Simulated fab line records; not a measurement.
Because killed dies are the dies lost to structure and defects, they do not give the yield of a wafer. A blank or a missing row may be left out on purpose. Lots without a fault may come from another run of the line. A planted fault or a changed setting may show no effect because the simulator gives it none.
2 desks looking at one fault || flow n5-finfet || every desk sees just its own numbers, and what lay behind them comes last

== METROLOGY DESK ==
Means of the sampled wafers that have a number, per lot and without regard to the tool the lot ran on: this is what the gauges read. Any lot whose mean is over 4 standard deviations away from the usual mean is out of limits and marked OUT; that distance is given in the brackets.
Columns: A = M14_THK at N5_BEOL_M14_THK_MEAS_50, usual 555 nm
{"lot": "L618", "first seen here": "day 11 06:50", "A": 542}
{"lot": "L620", "first seen here": "day 11 20:45", "A": 544}
{"lot": "L622", "first seen here": "day 12 12:59", "A": 559}
{"lot": "L624", "first seen here": "day 12 13:25", "A": 558}
{"lot": "L625", "first seen here": "day 12 21:15", "A": 562}
{"lot": "L627", "first seen here": "day 13 13:07", "A": 546}
{"lot": "L631", "first seen here": "day 14 13:16", "A": 537}
{"lot": "L632", "first seen here": "day 14 20:26", "A": 563}
{"lot": "L639", "first seen here": "day 16 20:04", "A": 555}
{"lot": "L640", "first seen here": "day 16 21:10", "A": 556}
{"lot": "L638", "first seen here": "day 17 00:37", "A": 552}
Finding of this desk: none of the 11 lots has anything out of limits.

== AT THE TOOL OWNER'S DESK: rtp-anneal-02 ==
The tool's own readings at N5_BEOL_M14_ANNEAL_48 (time 90 s): means of the sampled wafers that have a number, for each lot that ran on this tool. Any lot whose mean is over 4 standard deviations away from the usual mean is out of limits and marked OUT; that distance is given in the brackets.
Columns: A = anneal-temp-c at N5_BEOL_M14_ANNEAL_48, usual 225.02 C; B = anneal-temp-c-max at N5_BEOL_M14_ANNEAL_48, usual 226.1; C = wafer_temp_C_max at N5_BEOL_M14_ANNEAL_48, usual 226.13
{"lot": "L620", "first seen here": "day 11 20:12", "A": 225.08, "B": 226.5, "C": 226.48}
{"lot": "L624", "first seen here": "day 12 12:52", "A": 224.91, "B": 226.4, "C": 226.07}
{"lot": "L627", "first seen here": "day 13 12:31", "A": 224.84, "B": 226.3, "C": 226.07}
{"lot": "L640", "first seen here": "day 16 20:34", "A": 225.14, "B": 226.3, "C": 226.08}
Finding of this desk: none of the 4 lots has anything out of limits.

== TAKEN TOGETHER ==
From the metrology desk's view, nothing was out of limits.
The tool owner's desk saw nothing out of limits.

== WHAT THE SIMULATOR HAD PUT IN ==
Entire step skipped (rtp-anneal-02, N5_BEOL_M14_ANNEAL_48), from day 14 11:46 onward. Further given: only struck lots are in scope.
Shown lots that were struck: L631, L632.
